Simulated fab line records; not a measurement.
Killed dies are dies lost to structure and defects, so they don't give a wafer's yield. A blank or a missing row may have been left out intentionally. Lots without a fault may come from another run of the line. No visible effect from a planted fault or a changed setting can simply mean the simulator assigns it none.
fab line records	flow n5_finfet
record lots=10	wafers=29	last_day=20
route steps=1938 shown BEOL_M1@827 BEOL_M4@1111 PASSIVATION@1936
lots that met no fault: taken from a fault-free run of the same line
start_h: hours from the record's first day to the start of the lot's first wafer shown	wait_h: hours from the lot's prior step to this one	" repeats the value in the row above	L1.1+2: several wafers, shown together as one row	- no value, or no start was given	* or withheld: withheld	< > ~ a bound
route shown NAME@n: a module of which the file shows steps, and the number in the route of the first	usual: mean/standard deviation taken from wafers without a fault	same: alike in all rows	chamber/n: place in a boat	sites: the reading at each site	_std_site: standard deviation of those values	_edge_site: outer sites' mean less inner sites'	radius_mm: how far each site lies from the wafer's centre	mask NAME#n: copy n	behind: tool/chamber where the wafer was last shaped	hold: what put the lot on hold/how long, in hours/how the hold closed	device: transistor that didn't switch, given as n, p or np	end of line: tests of these same wafers at the route's end	a step given without rows: its recipe and nothing more	killed: at the first sort, the dies lost to defects and structure; wafer yield is something else	map: per-die view of a wafer (x killed, . not killed, _ where there is no die)
set.NAME: the setting that was run; set.NAME@STEP: the one run at that earlier step	model.NAME: the simulator's own value behind a step, which no gauge read
one table for each step of the route and one row for each wafer, over a sample of lots
services: the hour from which a tool's chamber was out of use, counted from the record's first day as start_h (under 0 if before that day), plus the number of hours and why
## steps
# step N5_BEOL_M1_ANNEAL_93
# recipe temp_c=400	time_s=240	ambient=vacuum
# usual heater_power_w=810/57	susceptor_temp_C_max=400.85/0.28
lot.wafer	tool	chamber	start_h	wait_h	heater_power_w	susceptor_temp_C_max
L821.2	pvd_sputter-01	-	131.19	0.0	857	400.63
L821.3	"	-	"	"	919	400.95
L821.5	"	-	"	"	771	400.84
L826.1	pvd_sputter-03	-	155.50	0.0	846	401.28
L826.4	"	-	"	"	785	400.66
L826.6	"	-	"	"	806	400.90
L828.2	pvd_sputter-02	-	180.78	0.0	765	400.95
L828.3	"	-	"	"	781	401.29
L828.4	"	-	"	"	731	400.32
L831.1	pvd_sputter-03	-	194.14	0.0	855	400.96
L831.4	"	-	"	"	797	401.35
L831.6	"	-	"	"	864	400.67
L832.1	pvd_sputter-02	-	196.98	0.0	787	401.16
L832.2	"	-	"	"	765	400.33
L832.4	"	-	"	"	711	400.86
L834.1	pvd_sputter-02	-	211.68	0.0	788	401.26
L834.2	"	-	"	"	854	400.78
L834.4	"	-	"	"	698	400.80
L835.1	pvd_sputter-01	-	211.81	0.0	851	401.00
L835.2	"	-	"	"	851	400.80
L835.6	"	-	"	"	904	401.12
L833.2	pvd_sputter-02	-	220.75	0.0	710	400.45
L833.4	"	-	"	"	758	400.45
L833.6	"	-	"	"	699	400.36
L836.2	pvd_sputter-02	-	229.11	0.0	783	401.27
L836.6	"	-	"	"	789	400.86
L837.1	pvd_sputter-01	-	244.37	0.0	852	400.70
L837.3	"	-	"	"	929	400.73
L837.5	"	-	"	"	849	401.28
# step N5_BEOL_M1_ECD_50
# recipe material=Cu	target_thk_a=3000
lot.wafer	tool	chamber	start_h	wait_h
L821.2+3+5	ecd_cu-01	1,1,0	131.67	0.1
L826.1+4+6	ecd_cu-01	0,1,0	155.98	0.1
L828.2+3+4	ecd_cu-02	0,0,1	181.26	0.1
L831.1+4+6	ecd_cu-01	0,0,1	194.62	0.1
L832.1+2+4	ecd_cu-01	0,1,1	197.45	0.1
L834.1+2+4	ecd_cu-01	1,0,1	212.16	0.1
L835.1+2+6	ecd_cu-02	1,0,0	212.28	0.1
L833.2+4+6	ecd_cu-02	0,1,1	221.22	0.1
L836.2+6	ecd_cu-02	0,1	229.59	0.1
L837.1+3+5	ecd_cu-01	1,0,1	244.84	0.1
# step N5_BEOL_M1_CMP_52
# recipe stop_on=SiOC	t_overpolish_s=6.8	down_force_psi=1	platen_rpm=50	clearing_platen_down_force_psi=1.5	clearing_platen_rpm=50	post_cmp_clean=cu_alkaline	target_thk_nm=40	clearing_platen_pad_velocity_m_s=0.99484	pad_velocity_m_s=0.99484
# usual motor_current_A=6.2/0.78	pad_life_wafers=968/480	time_to_endpoint_s=63/3.8
lot.wafer	tool	chamber	start_h	wait_h	motor_current_A	pad_life_wafers	time_to_endpoint_s
L821.3	cmp-02	1	132.12	0.2	6.1	1196	64
L821.2	"	2	"	"	5.1	1197	66
L821.5	"	0	"	"	7.7	-	63
L826.1	cmp-02	0	156.40	0.3	7.9	1351	63
L826.4	"	1	"	"	5.9	1352	65
L826.6	"	0	"	"	7.5	-	67
L828.2	cmp-02	3	181.77	0.2	5.8	1524	59
L828.4	"	1	"	"	6.0	1526	65
L828.3	"	2	"	"	5.0	1527	61
L831.4	cmp-04	0	195.03	0.2	6.4	487	61
L831.1	"	1	"	"	6.5	488	63
L831.6	"	0	"	"	5.8	-	60
L832.4	cmp-01	0	197.83	0.1	7.1	708	62
L832.2	"	1	"	"	5.2	709	55
L832.1	"	2	"	"	6.1	710	65
L834.4	cmp-02	1	212.53	0.1	5.7	1770	85
L834.1	"	2	"	"	5.0	1771	85
L834.2	"	0	"	"	7.7	1773	64
L835.1	cmp-01	0	212.66	0.3	6.7	822	59
L835.2	"	2	"	"	6.0	824	59
L835.6	"	0	"	"	7.0	-	59
L833.2	cmp-01	3	221.60	0.2	5.3	894	66
L833.4	"	0	"	"	6.9	895	62
L833.6	"	0	"	"	7.2	-	63
L836.2	cmp-04	1	230.04	0.3	7.0	758	64
L836.6	"	3	"	"	6.6	-	64
L837.3	cmp-04	1	245.26	0.2	6.6	883	66
L837.1	"	2	"	"	5.4	884	85
L837.5	"	0	"	"	5.6	-	66
# step N5_BEOL_M1_CO_CAP_55
# recipe material=Co	target_thk_a=20	temp_c=200	precursor=CCTBA/H2	pressure_torr=30	time_s=102.1
# usual heater_power_w=229/19
lot.wafer	tool	chamber	start_h	wait_h	heater_power_w
L821.2	cvd_co-01	0	132.43	0.0	205
L821.3	"	2	"	"	224
L821.5	"	2	"	"	225
L826.1	cvd_co-02	0	156.73	0.0	246
L826.4	"	1	"	"	229
L826.6	"	2	"	"	207
L828.2	cvd_co-01	0	182.14	0.0	202
L828.3	"	1	"	"	260
L828.4	"	0	"	"	208
L831.1	cvd_co-01	1	195.47	0.0	257
L831.4	"	2	"	"	228
L831.6	"	1	"	"	262
L832.1	cvd_co-02	1	198.20	0.0	223
L832.2	"	2	"	"	210
L832.4	"	0	"	"	238
L834.1	cvd_co-01	1	212.90	0.0	258
L834.2	"	2	"	"	230
L834.4	"	0	"	"	208
L835.1	cvd_co-02	1	213.03	0.0	228
L835.2	"	0	"	"	243
L835.6	"	2	"	"	207
L833.2	cvd_co-02	2	221.97	0.0	206
L833.4	"	1	"	"	229
L833.6	"	2	"	"	202
L836.2	cvd_co-01	2	230.33	0.0	224
L836.6	"	0	"	"	208
L837.1	cvd_co-01	1	245.61	0.0	261
L837.3	"	2	"	"	229
L837.5	"	2	"	"	228
# step N5_BEOL_M1_INSPECT_59
# recipe inspect_instrument=darkfield	mode=post_dep
# usual raw_defect_count=76/24
lot.wafer	tool	chamber	start_h	wait_h	raw_defect_count
L821.2	defect_inspect-02	-	132.71	0.0	123
L821.3	"	-	"	"	139
L821.5	"	-	"	"	63
L826.1	defect_inspect-02	-	156.94	0.0	65
L826.4	"	-	"	"	40
L826.6	"	-	"	"	93
L828.2	defect_inspect-02	-	182.46	0.1	120
L828.3	"	-	"	"	89
L828.4	"	-	"	"	69
L831.1	defect_inspect-02	-	195.68	0.0	50
L831.4	"	-	"	"	49
L831.6	"	-	"	"	60
L832.1	defect_inspect-02	-	198.41	0.0	57
L832.2	"	-	"	"	82
L832.4	"	-	"	"	56
L834.1	defect_inspect-02	-	213.11	0.0	87
L834.2	"	-	"	"	64
L834.4	"	-	"	"	129
L835.1	defect_inspect-02	-	213.27	0.0	94
L835.2	"	-	"	"	84
L835.6	"	-	"	"	111
L833.2	defect_inspect-02	-	222.21	0.0	67
L833.4	"	-	"	"	31
L833.6	"	-	"	"	55
L836.2	defect_inspect-02	-	230.57	0.0	70
L836.6	"	-	"	"	60
L837.1	defect_inspect-02	-	245.85	0.0	124
L837.3	"	-	"	"	69
L837.5	"	-	"	"	77
# step N5_BEOL_M4_RC_MEAS_101
# usual DIBL_N=36.5/2.1	DIBL_P=36.6/2.6	IOFF_N=0.17/0.044	IOFF_P=0.21/0.048	ION_N=674/17	ION_P=462/9.5	SS_N=71.6/0.77	SS_P=73.5/0.72	VT_N=250/4.2	VT_P=-250/3.9
lot.wafer	tool	chamber	start_h	wait_h	DIBL_N[mV/V]	DIBL_P[mV/V]	IOFF_N[nA/um]	IOFF_P[nA/um]	ION_N[uA/um]	ION_P[uA/um]	SS_N[mV/dec]	SS_P[mV/dec]	VT_N[mV]	VT_P[mV]
L821.2	prober-02	0	194.37	0.2	36.8	36.2	0.19	0.25	686	468	71.4	74.0	246	-245
L821.3	"	0	"	"	34.5	33.7	0.15	0.22	673	466	71.3	73.4	252	-247
L821.5	"	0	"	"	35.9	34.8	0.18	0.22	683	469	71.5	73.4	245	-249
L826.1	prober-02	0	236.60	0.0	34.7	35.1	0.13	0.16	675	459	70.9	73.1	255	-254
L826.4	"	0	"	"	36.8	38.1	0.17	0.21	687	468	71.0	73.9	249	-252
L826.6	"	0	"	"	32.4	33.0	0.10	0.15	657	460	70.7	71.7	254	-254
L828.2	prober-02	0	257.03	0.2	35.0	34.2	0.13	0.15	644	440	71.1	72.1	253	-258
L828.3	"	0	"	"	42.0	43.0	0.28	0.29	704	470	73.0	74.2	241	-251
L828.4	"	0	"	"	34.9	33.9	0.13	0.16	676	457	71.1	73.0	249	-253
L831.1	prober-01	0	270.26	0.0	37.4	37.5	0.16	0.22	680	464	71.7	73.9	251	-249
L831.4	"	0	"	"	37.1	36.5	0.14	0.21	658	465	72.3	73.2	254	-248
L831.6	"	0	"	"	35.6	34.6	0.12	0.18	665	464	71.1	72.7	255	-251
L832.1	prober-01	0	275.72	0.0	37.5	38.5	0.20	0.23	679	457	71.9	74.0	246	-251
L832.2	"	0	"	"	33.3	34.1	0.12	0.17	659	454	70.4	72.7	252	-254
L832.4	"	0	"	"	39.0	39.8	0.23	0.25	682	466	72.8	74.5	246	-247
L835.1	prober-02	0	277.93	0.0	34.3	33.9	0.12	0.15	659	451	71.0	73.1	258	-258
L835.2	"	0	"	"	36.0	37.2	0.16	0.21	688	466	71.6	73.3	249	-253
L835.6	"	0	"	"	36.1	37.2	0.15	0.21	662	455	71.7	74.1	251	-253
L834.1	prober-01	0	288.22	0.0	38.7	38.6	0.21	0.25	703	473	71.7	74.1	243	-249
L834.2	"	0	"	"	38.1	38.9	0.21	0.25	696	480	71.5	73.7	244	-248
L834.4	"	0	"	"	36.4	36.6	0.16	0.21	677	455	70.9	73.3	248	-250
L833.2	prober-02	0	300.01	0.2	37.6	39.6	0.18	0.24	667	456	72.1	74.0	250	-249
L833.4	"	0	"	"	33.3	33.2	0.12	0.15	664	453	70.7	72.2	253	-255
L833.6	"	0	"	"	38.7	41.4	0.20	0.28	664	460	72.3	74.4	247	-250
L836.2	prober-02	0	300.94	0.7	35.9	32.5	0.13	0.17	642	446	70.9	72.0	254	-252
L836.6	"	0	"	"	33.9	32.2	0.11	0.17	643	449	70.0	71.7	252	-249
L837.1	prober-01	0	320.73	0.6	35.4	36.2	0.16	0.21	656	459	71.1	74.2	251	-250
L837.3	"	0	"	"	36.4	38.3	0.19	0.23	682	465	71.7	74.2	247	-251
L837.5	"	0	"	"	34.7	35.6	0.14	0.19	649	455	71.7	73.3	253	-250
# step N5_PASSIVATION_PROBE_49
# usual defect_limited_yield=91.2/1.5	killed_at_M0_to_M3=36/10	killed_at_M4_up=14/5.2	killed_at_contacts=12/6	killed_at_front_end=37/10	killed_at_other=4/3.3	killed_dies=104/18	killed_open=68/14	killed_short=34/7.4	sort_bin_4_leakage=0.01/0.04	sort_bin_5_function=5.2/1	sort_bin_6_memory=3.3/0.7	sort_bin_8_speed=0.01/0.045	sort_n_pass=1076/18	sort_yield_pct=91.2/1.5
# same gross_dies=1180	killed_at_back_side=0
lot.wafer	tool	chamber	start_h	wait_h	defect_limited_yield[%]	killed_at_M0_to_M3	killed_at_M4_up	killed_at_contacts	killed_at_front_end	killed_at_other	killed_dies	killed_open	killed_short	sort_bin_4_leakage[%]	sort_bin_5_function[%]	sort_bin_6_memory[%]	sort_bin_8_speed[%]	sort_n_pass	sort_yield_pct[%]
L821.2	prober-01	-	301.25	0.1	90.8	33	28	23	22	2	108	80	26	0	4.8	4.1	0	1072	90.8
L821.3	prober-01	-	301.30	0.1	91.9	47	10	16	22	1	96	50	45	0	4.7	3.2	0	1084	91.9
L821.5	prober-01	-	301.40	0.2	91.0	44	22	9	29	2	106	75	31	0	4.2	4.4	0	1074	91.0
L826.1	prober-01	-	344.30	0.0	90.2	53	14	14	30	5	116	85	29	0	5.9	3.4	0	1064	90.2
L826.4	prober-01	-	344.45	0.2	90.1	27	25	29	31	5	117	77	33	0	5.3	3.6	0	1063	90.1
L826.6	prober-01	-	344.55	0.3	88.3	56	18	23	41	0	138	96	40	0	7.4	3.9	0	1042	88.3
L831.1	prober-01	-	375.60	0.0	91.9	28	16	9	40	3	96	62	34	0	5.0	2.8	0	1084	91.9
L831.4	prober-01	-	375.75	0.2	93.1	24	16	7	34	1	82	50	31	0	3.6	3.1	0	1098	93.1
L831.6	prober-01	-	375.85	0.3	91.3	40	10	8	44	1	103	63	40	0	5.5	2.9	0	1077	91.3
L828.2	prober-01	-	378.03	0.1	91.7	28	11	13	42	4	98	64	32	0	4.7	3.0	0.34	1078	91.4
L828.3	prober-01	-	378.08	0.1	89.9	39	25	12	39	4	119	88	30	0.17	6.0	3.7	0	1059	89.7
L828.4	prober-01	-	378.13	0.2	92.2	24	18	8	37	5	92	59	32	0	4.7	3.0	0	1088	92.2
L832.1	prober-01	-	388.69	0.0	90.8	49	19	12	28	0	108	65	43	0	6.1	2.9	0	1072	90.8
L832.2	prober-01	-	388.74	0.1	92.0	35	13	10	36	0	94	65	28	0	5.3	2.5	0	1086	92.0
L832.4	prober-01	-	388.84	0.2	92.8	26	11	11	35	2	85	57	28	0	3.6	3.5	0	1095	92.8
L836.2	prober-01	-	399.11	0.1	90.3	49	10	7	40	8	114	75	31	0	5.1	3.6	0.25	1063	90.1
L836.6	prober-01	-	399.31	0.3	94.1	23	13	3	28	3	70	49	20	0	4.1	1.8	0.17	1108	93.9
L835.1	prober-01	-	400.51	0.0	89.1	42	14	10	61	2	129	77	52	0	6.4	4.2	0	1051	89.1
L835.2	prober-01	-	400.56	0.1	92.3	29	12	7	41	2	91	55	36	0	5.0	2.4	0	1089	92.3
L835.6	prober-01	-	400.76	0.3	90.1	44	9	11	52	1	117	71	45	0	6.1	3.2	0	1063	90.1
L834.1	prober-01	-	401.20	0.0	91.9	41	15	2	34	4	96	67	29	0	4.8	3.1	0	1084	91.9
L834.2	prober-01	-	401.25	0.1	91.3	33	22	9	35	4	103	67	33	0	4.7	3.8	0	1077	91.3
L834.4	prober-01	-	401.35	0.2	93.7	24	11	9	27	3	74	48	24	0	3.3	2.8	0	1106	93.7
L833.2	prober-02	-	419.64	0.1	92.2	24	12	25	29	2	92	55	36	0	3.5	4.0	0	1088	92.2
L833.4	prober-02	-	419.74	0.2	90.9	30	21	9	43	4	107	60	47	0	5.2	3.7	0	1073	90.9
L833.6	prober-02	-	419.84	0.3	91.3	35	21	17	28	2	103	75	28	0	5.2	3.4	0	1077	91.3
L837.1	prober-01	-	470.34	0.0	91.4	36	12	9	43	1	101	64	35	0	5.6	2.8	0	1079	91.4
L837.3	prober-01	-	470.44	0.1	91.2	27	15	4	47	11	104	76	27	0	4.2	4.2	0.08	1076	91.2
L837.5	prober-01	-	470.54	0.2	91.9	22	6	12	49	6	95	62	31	0	4.5	3.3	0	1085	91.9
# killed by level:class
L821.2 MOL_CONTACT_COAG:geometric_particle:open=20 BEOL_M4:geometric_particle:open=11 BEOL_M1:geometric_particle:open=8 FIN_SAQP:geometric_particle:open=7 STI_FIN_REVEAL:geometric_particle:open=5 BEOL_M0_SAQP:geometric_particle:short=5 BEOL_M0_SAQP:geometric_particle:open=5 BEOL_M5:geometric_particle:open=5
L821.3 MOL_CONTACT_COAG:geometric_particle:open=13 BEOL_M0_SAQP:geometric_particle:short=13 BEOL_M1:geometric_particle:open=10 FIN_SAQP:geometric_particle:short=7 BEOL_M1:geometric_particle:short=6 BEOL_M0_SAQP:geometric_particle:open=5 STI_FIN_REVEAL:geometric_particle:open=4 BEOL_M0:geometric_particle:short=4
L821.5 BEOL_M1:geometric_particle:open=15 FIN_SAQP:geometric_particle:open=10 BEOL_M0_SAQP:geometric_particle:short=10 BEOL_M0_SAQP:geometric_particle:open=9 MOL_CONTACT_COAG:geometric_particle:open=7 BEOL_M4:geometric_particle:open=7 BEOL_M5:geometric_particle:open=6 FIN_SAQP:geometric_particle:short=4
L826.1 BEOL_M3:geometric_particle:open=15 MOL_CONTACT_COAG:geometric_particle:open=14 DUMMY_GATE:geometric_particle:open=10 BEOL_M0_SAQP:geometric_particle:open=9 BEOL_M0_SAQP:geometric_particle:short=9 BEOL_M2:geometric_particle:open=8 BEOL_M4:geometric_particle:open=7 BEOL_M1:geometric_particle:open=4
L826.4 MOL_CONTACT_COAG:geometric_particle:open=21 BEOL_M3:geometric_particle:open=9 MOL_CONTACT_COAG:geometric_particle:short=8 BEOL_M4:geometric_particle:open=8 FIN_SAQP:geometric_particle:open=6 BEOL_M0_SAQP:geometric_particle:open=5 HKMG_FIN:area_etch=5 GATE_CUT:geometric_particle:open=4
L826.6 MOL_CONTACT_COAG:geometric_particle:open=17 BEOL_M0_SAQP:geometric_particle:open=13 FIN_SAQP:geometric_particle:open=11 BEOL_M1:geometric_particle:open=11 BEOL_M0_SAQP:geometric_particle:short=11 BEOL_M2:geometric_particle:open=9 BEOL_M3:geometric_particle:open=8 FIN_SAQP:geometric_particle:short=7
L831.1 FIN_SAQP:geometric_particle:short=12 FIN_SAQP:geometric_particle:open=9 BEOL_M0_SAQP:geometric_particle:open=8 MOL_CONTACT_COAG:geometric_particle:open=7 ILD0:geometric_particle:open=5 BEOL_M0_SAQP:geometric_particle:short=5 BEOL_M2:geometric_particle:open=5 GATE_CUT:geometric_particle:short=4
L831.4 FIN_SAQP:geometric_particle:short=15 FIN_SAQP:geometric_particle:open=8 BEOL_M0_SAQP:geometric_particle:open=7 MOL_CONTACT_COAG:geometric_particle:open=6 BEOL_M0_SAQP:geometric_particle:short=6 BEOL_M3:geometric_particle:open=6 BEOL_M4:geometric_particle:open=6 STARTING-WAFER:geometric_particle:short=3
L831.6 FIN_SAQP:geometric_particle:short=11 BEOL_M0_SAQP:geometric_particle:open=11 BEOL_M0_SAQP:geometric_particle:short=11 BEOL_M3:geometric_particle:open=11 FIN_SAQP:geometric_particle:open=10 GATE_CUT:geometric_particle:short=7 MOL_CONTACT_COAG:geometric_particle:open=7 ILD0:geometric_particle:short=5
L828.2 FIN_SAQP:geometric_particle:short=15 BEOL_M2:geometric_particle:open=13 FIN_SAQP:geometric_particle:open=11 MOL_CONTACT_COAG:geometric_particle:open=11 STI_FIN_REVEAL:geometric_particle:open=8 BEOL_M3:geometric_particle:open=6 BEOL_M0_SAQP:geometric_particle:short=4 BEOL_M0_SAQP:geometric_particle:open=3
L828.3 BEOL_M4:geometric_particle:open=16 MOL_CONTACT_COAG:geometric_particle:open=10 BEOL_M0_SAQP:geometric_particle:open=9 BEOL_M2:geometric_particle:open=9 FIN_SAQP:geometric_particle:open=8 STI_FIN_REVEAL:geometric_particle:open=8 BEOL_M1:geometric_particle:open=7 FIN_SAQP:geometric_particle:short=6
L828.4 STI_FIN_REVEAL:geometric_particle:open=8 BEOL_M0_SAQP:geometric_particle:short=7 MOL_CONTACT_COAG:geometric_particle:open=6 BEOL_M0_SAQP:geometric_particle:open=6 BEOL_M4:geometric_particle:open=6 DUMMY_GATE:geometric_particle:open=5 GATE_CUT:geometric_particle:short=5 BEOL_M3:geometric_particle:open=4
L832.1 BEOL_M0_SAQP:geometric_particle:short=12 BEOL_M3:geometric_particle:open=11 MOL_CONTACT_COAG:geometric_particle:open=9 BEOL_M4:geometric_particle:open=7 STI_FIN_REVEAL:geometric_particle:open=6 BEOL_M0_SAQP:geometric_particle:open=6 FIN_SAQP:geometric_particle:short=5 BEOL_M1:geometric_particle:open=5
L832.2 BEOL_M3:geometric_particle:open=11 MOL_CONTACT_COAG:geometric_particle:open=8 BEOL_M1:geometric_particle:open=8 FIN_SAQP:geometric_particle:short=5 STI_FIN_REVEAL:geometric_particle:open=5 ILD0:geometric_particle:short=5 BEOL_M0_SAQP:geometric_particle:open=5 BEOL_M0_SAQP:geometric_particle:short=5
L832.4 MOL_CONTACT_COAG:geometric_particle:open=11 BEOL_M3:geometric_particle:open=10 FIN_SAQP:geometric_particle:open=8 STI_FIN_REVEAL:geometric_particle:open=8 FIN_SAQP:geometric_particle:short=7 GATE_CUT:geometric_particle:short=6 BEOL_M2:geometric_particle:open=6 BEOL_M0_SAQP:geometric_particle:open=3
L836.2 BEOL_M0_SAQP:geometric_particle:open=15 BEOL_M3:geometric_particle:open=11 BEOL_M0_SAQP:geometric_particle:short=8 HKMG_FIN:area_etch=8 MOL_CONTACT_COAG:geometric_particle:open=7 FIN_SAQP:geometric_particle:open=6 BEOL_M4:geometric_particle:open=6 STI_FIN_REVEAL:geometric_particle:open=5
L836.6 BEOL_M0_SAQP:geometric_particle:open=7 BEOL_M3:geometric_particle:open=7 FIN_SAQP:geometric_particle:open=6 BEOL_M4:geometric_particle:open=6 GATE_CUT:geometric_particle:short=5 STI_FIN_REVEAL:geometric_particle:open=4 BEOL_M0_SAQP:geometric_particle:short=4 FIN_SAQP:geometric_particle:short=3
L835.1 STI_FIN_REVEAL:geometric_particle:open=13 BEOL_M0_SAQP:geometric_particle:open=10 BEOL_M0_SAQP:geometric_particle:short=8 FIN_SAQP:geometric_particle:open=7 FIN_SAQP:geometric_particle:short=7 MOL_CONTACT_COAG:geometric_particle:open=7 STI_FIN_REVEAL:geometric_particle:short=6 ILD0:geometric_particle:short=6
L835.2 FIN_SAQP:geometric_particle:open=9 BEOL_M1:geometric_particle:open=9 GATE_CUT:geometric_particle:short=7 MOL_CONTACT_COAG:geometric_particle:open=7 FIN_SAQP:geometric_particle:short=6 BEOL_M2:geometric_particle:open=5 BEOL_M1:geometric_particle:short=5 BEOL_M4:geometric_particle:open=5
L835.6 FIN_SAQP:geometric_particle:open=16 FIN_SAQP:geometric_particle:short=14 BEOL_M1:geometric_particle:open=14 BEOL_M0_SAQP:geometric_particle:short=9 DUMMY_GATE:geometric_particle:open=8 MOL_CONTACT_COAG:geometric_particle:open=7 BEOL_M2:geometric_particle:open=7 BEOL_M0_SAQP:geometric_particle:open=5
L834.1 BEOL_M0_SAQP:geometric_particle:short=14 STI_FIN_REVEAL:geometric_particle:open=10 BEOL_M3:geometric_particle:open=10 FIN_SAQP:geometric_particle:open=7 BEOL_M0_SAQP:geometric_particle:open=7 BEOL_M4:geometric_particle:open=6 FIN_SAQP:geometric_particle:short=4 BEOL_M7:geometric_particle:open=4
L834.2 BEOL_M4:geometric_particle:open=13 BEOL_M0_SAQP:geometric_particle:open=12 MOL_CONTACT_COAG:geometric_particle:open=9 STI_FIN_REVEAL:geometric_particle:open=8 BEOL_M0_SAQP:geometric_particle:short=7 FIN_SAQP:geometric_particle:short=6 FIN_SAQP:geometric_particle:open=5 DUMMY_GATE:geometric_particle:open=4
L834.4 BEOL_M0_SAQP:geometric_particle:open=9 FIN_SAQP:geometric_particle:open=7 MOL_CONTACT_COAG:geometric_particle:open=7 BEOL_M0_SAQP:geometric_particle:short=6 BEOL_M0:geometric_particle:open=4 STARTING-WAFER:geometric_particle:short=4 GATE_CUT:geometric_particle:open=3 GATE_CUT:geometric_particle:short=3
L833.2 MOL_CONTACT_COAG:geometric_particle:open=20 FIN_SAQP:geometric_particle:short=5 MOL_CONTACT_COAG:geometric_particle:short=5 BEOL_M0_SAQP:geometric_particle:open=5 BEOL_M3:geometric_particle:short=5 DUMMY_GATE:geometric_particle:open=4 BEOL_M5:geometric_particle:short=4 BEOL_M0_SAQP:geometric_particle:short=4
L833.4 FIN_SAQP:geometric_particle:open=13 BEOL_M0_SAQP:geometric_particle:open=9 BEOL_M0_SAQP:geometric_particle:short=9 MOL_CONTACT_COAG:geometric_particle:open=6 BEOL_M5:geometric_particle:short=6 FIN_SAQP:geometric_particle:short=5 ILD0:geometric_particle:short=5 DUMMY_GATE:geometric_particle:open=4
L833.6 MOL_CONTACT_COAG:geometric_particle:open=15 BEOL_M0_SAQP:geometric_particle:open=15 DUMMY_GATE:geometric_particle:open=7 BEOL_M4:geometric_particle:open=7 BEOL_M3:geometric_particle:open=6 BEOL_M0_SAQP:geometric_particle:short=6 FIN_SAQP:geometric_particle:open=5 ILD0:geometric_particle:short=5
L837.1 BEOL_M2:geometric_particle:open=12 STI_FIN_REVEAL:geometric_particle:open=11 FIN_SAQP:geometric_particle:open=9 FIN_SAQP:geometric_particle:short=6 BEOL_M0_SAQP:geometric_particle:open=6 GATE_CUT:geometric_particle:short=5 MOL_CONTACT_COAG:geometric_particle:open=5 BEOL_M4:geometric_particle:open=5
L837.3 FIN_SAQP:geometric_particle:open=22 GATE_CUT:geometric_particle:open=9 FIN_SAQP:geometric_particle:short=8 BEOL_M0_SAQP:geometric_particle:short=8 BEOL_M5:geometric_particle:open=8 BEOL_M0_SAQP:geometric_particle:open=6 MIM_TOP:geometric_particle:open=5 STI_FIN_REVEAL:geometric_particle:open=4
L837.5 FIN_SAQP:geometric_particle:open=14 MOL_CONTACT_COAG:geometric_particle:open=10 STI_FIN_REVEAL:geometric_particle:open=9 GATE_CUT:geometric_particle:short=8 FIN_SAQP:geometric_particle:short=5 BEOL_M1:geometric_particle:open=5 DUMMY_GATE:geometric_particle:open=4 BEOL_M2:geometric_particle:short=4
## services
tool	chamber	start_h	hours	kind
cvd_co-01	1	112.21	11.6	repair
cvd_co-01	-	118.75	6.9	pm
cvd_co-01	1	125.65	-	clean
cvd_co-01	1	125.65	22.0	scheduled_down
cvd_co-01	1	125.65	22.0	vent_cycle
cmp-04	-	125.71	4.0	pm
cmp-04	-	129.71	-	consumable_replace:conditioner
cmp-04	-	129.71	-	consumable_replace:pad
cmp-01	-	143.49	16.2	pm
cmp-02	-	144.13	7.5	pm
pvd_sputter-01	-	155.50	4.5	repair
cvd_co-02	1	164.16	4.1	repair
ecd_cu-02	-	171.39	0.9	repair
cmp-02	-	173.39	1.6	repair
cmp-04	-	177.98	9.0	pm
ecd_cu-02	-	192.12	1.0	repair
cmp-02	-	216.81	1.2	repair
cmp-01	-	217.37	1.1	repair
pvd_sputter-01	-	219.23	4.0	repair
cmp-02	-	231.63	10.3	pm
cvd_co-02	2	240.71	4.8	repair
cvd_co-01	0	243.52	11.4	repair
## key
first_sign step=N5_BEOL_M1_CMP_52	reading=time_to_endpoint_s	direction=up	sigmas=5.7	usual=*	struck=*
effect none on later readings
met_at N5_BEOL_M1_ECD_50
struck_lots L834,L837
struck_wafers L834.1,L834.4,L837.1
not_acting_at N5_BEOL_M1_ANNEAL_93,N5_BEOL_M1_CO_CAP_55,N5_BEOL_M1_INSPECT_59
onset_between 197.45 212.16
fault kind=process_parameter_drift	tool=ecd_cu-01	chamber=-	onset_h=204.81	steps=N5_BEOL_M1_ECD_50	channel=target_thk_a	offset=*	shape=step	end_h=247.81	scope=struck_wafers_only	acts_in=*	stated=*
